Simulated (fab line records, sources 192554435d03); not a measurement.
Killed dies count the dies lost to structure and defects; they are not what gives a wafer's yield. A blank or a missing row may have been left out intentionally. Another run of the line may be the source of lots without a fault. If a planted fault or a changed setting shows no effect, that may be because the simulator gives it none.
Which tool did it? ; flow n5Finfet ; 72 wafers from 24 lots sampled at 4 of the route's 1938 steps

## WHAT THE GAUGES READ, wafer by wafer
N5_DUMMY_GATE_INSPECT_17: inspects for defects (brightfield). Usual: rawDefectCount at 200, with a standard deviation of 50.
lot;measured;on;rawDefectCount;flag
L074;day 2 21:50;defectInspect-01;287 328 196;
L075;day 3 05:19;defectInspect-02;128 175 203;
L076;day 3 10:59;defectInspect-02;215 155 195;
L078;day 3 21:59;defectInspect-02;202 207 247;
L077;day 3 22:01;defectInspect-01;256 292 186;
L079;day 4 05:47;defectInspect-02;217 208 288;
L080;day 4 10:40;defectInspect-02;185 131 166;
L081;day 4 15:49;defectInspect-01;213 244 150;
L082;day 5 01:23;defectInspect-01;198 141 189;
L083;day 5 05:56;defectInspect-02;149 164 277;
L084;day 5 10:06;defectInspect-02;170 148 170;
L085;day 5 18:50;defectInspect-01;256 176 229;
L086;day 6 02:06;defectInspect-01;244 190 210;
L087;day 6 05:56;defectInspect-02;279 191 168;
L088;day 6 13:17;defectInspect-02;208 178 155;
L089;day 6 14:41;defectInspect-01;206 183 190;
L090;day 7 01:31;defectInspect-01;118 176 123;
L091;day 7 04:01;defectInspect-02;330 296 329;
L092;day 7 10:04;defectInspect-02;151 150 121;
L093;day 7 18:04;defectInspect-01;159 167 362;
L094;day 7 20:54;defectInspect-01;201 196 185;
L095;day 8 03:18;defectInspect-02;141 194 177;
L096;day 8 08:33;defectInspect-02;198 136 144;
L097;day 8 15:23;defectInspect-02;167 207 302;

N5_DUMMY_GATE_CD_MEAS_24: the cd target is 15 nm. Usual: cdNm at 15.1 nm, with a standard deviation of 0.42.
lot;measured;on;cdNm (nm);flag
L074;day 2 22:46;cdSem-03;15.2 14.6 14.8;
L075;day 3 06:19;cdSem-01;14.9 14.3 15.3;
L076;day 3 11:53;cdSem-02;15.4 15.5 15.5;
L078;day 3 22:53;cdSem-02;14.9 14.6 14.9;
L077;day 3 22:56;cdSem-01;15.4 14.8 15.3;
L079;day 4 06:41;cdSem-03;15.2 14.5 15.1;
L080;day 4 11:35;cdSem-01;14.9 14.5 14.9;
L081;day 4 16:43;cdSem-03;15.7 15.7 15.0;
L082;day 5 02:35;cdSem-01;15.0 15.5 14.8;
L083;day 5 06:50;cdSem-02;15.1 15.2 14.9;
L084;day 5 11:00;cdSem-02;14.6 15.2 14.9;
L085;day 5 19:46;cdSem-01;14.6 14.9 15.0;
L086;day 6 03:14;cdSem-02;15.8 15.5 14.6;
L087;day 6 06:51;cdSem-02;14.4 15.1 14.5;
L088;day 6 14:12;cdSem-02;15.1 14.5 14.9;
L089;day 6 15:38;cdSem-03;15.2 14.4 15.0;
L090;day 7 02:25;cdSem-02;15.1 15.6 15.5;
L091;day 7 04:55;cdSem-03;15.3 14.6 15.8;
L092;day 7 10:58;cdSem-01;15.2 15.4 15.2;
L093;day 7 18:58;cdSem-01;14.6 14.9 15.0;
L094;day 7 21:48;cdSem-01;15.3 15.3 14.7;
L095;day 8 04:13;cdSem-02;15.0 15.0 14.6;
L096;day 8 09:28;cdSem-03;14.8 15.4 14.6;
L097;day 8 16:23;cdSem-03;15.8 15.5 15.9;

## WHAT TOOL EACH LOT RAN ON (gives the tool, then ch and the chambers of the sampled wafers, and finally the start)
lot;N5_DUMMY_GATE_CMP_04;N5_DUMMY_GATE_ETCH_29
L074;cmp-02 ch 1,2, day 2 17:03;rieDiel-01 ch 2,3, day 2 21:57
L075;cmp-02 ch 0,1,3, day 3 00:41;rieDiel-01 ch 0,1,3, day 3 05:31
L076;cmp-01 ch 1,2,3, day 3 06:20;rieDiel-01 ch 0,1,3, day 3 11:05
L078;cmp-01 ch 0,1,2, day 3 17:16;rieDiel-03 ch 1,2,3, day 3 22:05
L077;cmp-03 ch 0,1,2, day 3 17:26;rieDiel-01 ch 0,1,2, day 3 22:07
L079;cmp-03 ch 1,2,3, day 4 01:09;rieDiel-01 ch 0,3, day 4 05:53
L080;cmp-03 ch 0,1,3, day 4 05:59;rieDiel-04 ch 0,3, day 4 10:45
L081;cmp-02 ch 0,1,3, day 4 11:13;rieDiel-01 ch 0,1,2, day 4 15:55
L082;cmp-03 ch 0,3, day 4 20:40;rieDiel-04 ch 1,2, day 5 01:29
L083;cmp-03 ch 0,1,3, day 5 01:18;rieDiel-01 ch 1,2,3, day 5 06:02
L084;cmp-01 ch 0,3, day 5 05:30;rieDiel-04 ch 0,1,2, day 5 10:11
L085;cmp-03 ch 1,2,3, day 5 14:16;rieDiel-04 ch 0,1,2, day 5 18:58
L086;cmp-03 ch 0,1,3, day 5 21:25;rieDiel-01 ch 0,2,3, day 6 02:12
L087;cmp-02 ch 0,2,3, day 6 01:23;rieDiel-04 ch 0,1,3, day 6 06:02
L088;cmp-01 ch 2,3, day 6 06:43;rieDiel-03 ch 0,1, day 6 13:23
L089;cmp-01 ch 1,3, day 6 10:04;rieDiel-04 ch 0,3, day 6 14:47
L090;cmp-03 ch 0,2, day 6 18:50;rieDiel-01 ch 0,2, day 7 01:37
L091;cmp-02 ch 1,2, day 6 23:17;rieDiel-03 ch 0,1,3, day 7 04:07
L092;cmp-01 ch 0,1,3, day 7 05:20;rieDiel-03 ch 0,1, day 7 10:10
L093;cmp-01 ch 0,1,2, day 7 13:22;rieDiel-03 ch 1,2,3, day 7 18:10
L094;cmp-01 ch 1,2, day 7 16:10;rieDiel-01 ch 1,2,3, day 7 21:00
L095;cmp-03 ch 0,2, day 7 22:32;rieDiel-04 ch 1,2,3, day 8 03:25
L096;cmp-01 ch 0,1,2, day 8 03:56;rieDiel-04 ch 1,3, day 8 08:39
L097;cmp-01 ch 2,3, day 8 10:44;rieDiel-01 ch 1,2, day 8 15:31
- N5_DUMMY_GATE_CMP_04: polishes a-Si.
- N5_DUMMY_GATE_ETCH_29: etches underlayer in N2/H2, target depth 13 nm.

## WHAT THE TOOLS THEMSELVES READ (means of the sampled wafers that have a number; where no wafer has one, the mark that the record gives instead)
N5_DUMMY_GATE_CMP_04. Usual: motorCurrentA 10.2 A, standard deviation 1.2; padLifeWafers 1179, standard deviation 480; slurryFilterDpKPa 13.49 kPa, standard deviation 0.13; timeToEndpointS 13.9 s, standard deviation 2.9.
lot;tool;motorCurrentA (A);padLifeWafers;slurryFilterDpKPa (kPa);timeToEndpointS (s);flag
L074;cmp-02;9.5;2040;13.57;14.5;
L075;cmp-02;9.6;2107;13.30;11.8;
L076;cmp-01;10.0;740;13.49;11.8;
L078;cmp-01;10.1;824;13.60;11.9;
L077;cmp-03;10.2;824;13.59;16.7;
L079;cmp-03;10.0;883;13.57;17.1;
L080;cmp-03;10.4;921;13.50;14.4;
L081;cmp-02;9.9;146;13.40;17.8;
L082;cmp-03;11.1;992;13.35;11.5;
L083;cmp-03;10.2;1057;13.46;11.8;
L084;cmp-01;11.5;1093;13.48;14.8;
L085;cmp-03;9.7;1166;13.59;15.1;
L086;cmp-03;10.4;1232;13.54;15.8;
L087;cmp-02;10.1;315;13.55;18.9;
L088;cmp-01;9.1;1303;13.36;14.7;
L089;cmp-01;9.6;1327;13.69;11.4;
L090;cmp-03;11.4;1442;13.56;14.8;
L091;cmp-02;9.8;512;13.48;14.0;
L092;cmp-01;10.4;1442;13.48;11.4;
L093;cmp-01;10.6;1496;13.43;10.9;
L094;cmp-01;10.1;1514;13.42;9.3;
L095;cmp-03;11.4;1669;13.49;15.1;
L096;cmp-01;10.4;1609;13.49;9.4;
L097;cmp-01;9.3;1650;13.57;14.2;

N5_DUMMY_GATE_ETCH_29. Usual: drypumpMotorCurrentA 5.9 A, standard deviation 0.43; oesProductAu 0.75 a.u., standard deviation 0.05; rfVppV 524.2 V, standard deviation 2.5; showerheadPlenumPTorr 2.57 Torr, standard deviation 0.08; throttleValvePct 18.02 %, standard deviation 0.23.
lot;tool;drypumpMotorCurrentA (A);oesProductAu (a.u.);rfVppV (V);showerheadPlenumPTorr (Torr);throttleValvePct (%);flag
L074;rieDiel-01;6.0;0.80;527.4;2.67;17.82;
L075;rieDiel-01;6.2;0.75;523.5;2.55;17.88;
L076;rieDiel-01;6.2;0.74;523.8;2.55;17.89;
L078;rieDiel-03;5.7;0.80;525.7;2.60;17.93;
L077;rieDiel-01;6.0;0.74;524.5;2.54;17.96;
L079;rieDiel-01;6.2;0.72;523.6;2.57;17.77;
L080;rieDiel-04;6.0;0.74;524.6;2.58;17.93;
L081;rieDiel-01;6.1;0.73;523.4;2.54;17.97;
L082;rieDiel-04;5.8;0.79;520.9;2.49;18.32;
L083;rieDiel-01;6.1;0.77;524.9;2.59;17.99;
L084;rieDiel-04;5.7;0.75;523.4;2.55;18.08;
L085;rieDiel-04;5.8;0.75;522.9;2.54;18.10;
L086;rieDiel-01;6.0;0.74;525.4;2.61;17.86;
L087;rieDiel-04;6.0;0.76;524.1;2.55;18.06;
L088;rieDiel-03;5.7;0.73;526.1;2.61;18.12;
L089;rieDiel-04;5.9;0.72;526.0;2.60;17.84;
L090;rieDiel-01;5.9;0.74;525.5;2.60;17.94;
L091;rieDiel-03;5.8;0.79;523.8;2.56;18.01;
L092;rieDiel-03;5.4;0.73;525.4;2.59;18.21;
L093;rieDiel-03;5.7;0.79;524.5;2.59;17.98;
L094;rieDiel-01;6.0;0.75;524.5;2.58;18.01;
L095;rieDiel-04;5.8;0.75;522.6;2.51;18.23;
L096;rieDiel-04;6.0;0.76;522.7;2.52;18.21;
L097;rieDiel-01;6.1;0.73;522.4;2.51;18.15;

## THE ANSWER, worked out from the rows above alone
Rule: lot off if the mean of its wafers having a number is beyond 3 standard deviations from the usual mean. Also off: a lot with no number at a reading for which 4 or more lots have one. The other lots that the step has rows for count as sound. After the gauges, taken in route order, come the tools' own readings; for these a lot's mean is taken, as printed above. At the first step where some lot is off, the reading lying furthest off is the one used; lots without a number count as furthest.
No lot is off at any reading shown: from this, nothing can be told.

## WHAT THE SIMULATOR HAD PUT IN
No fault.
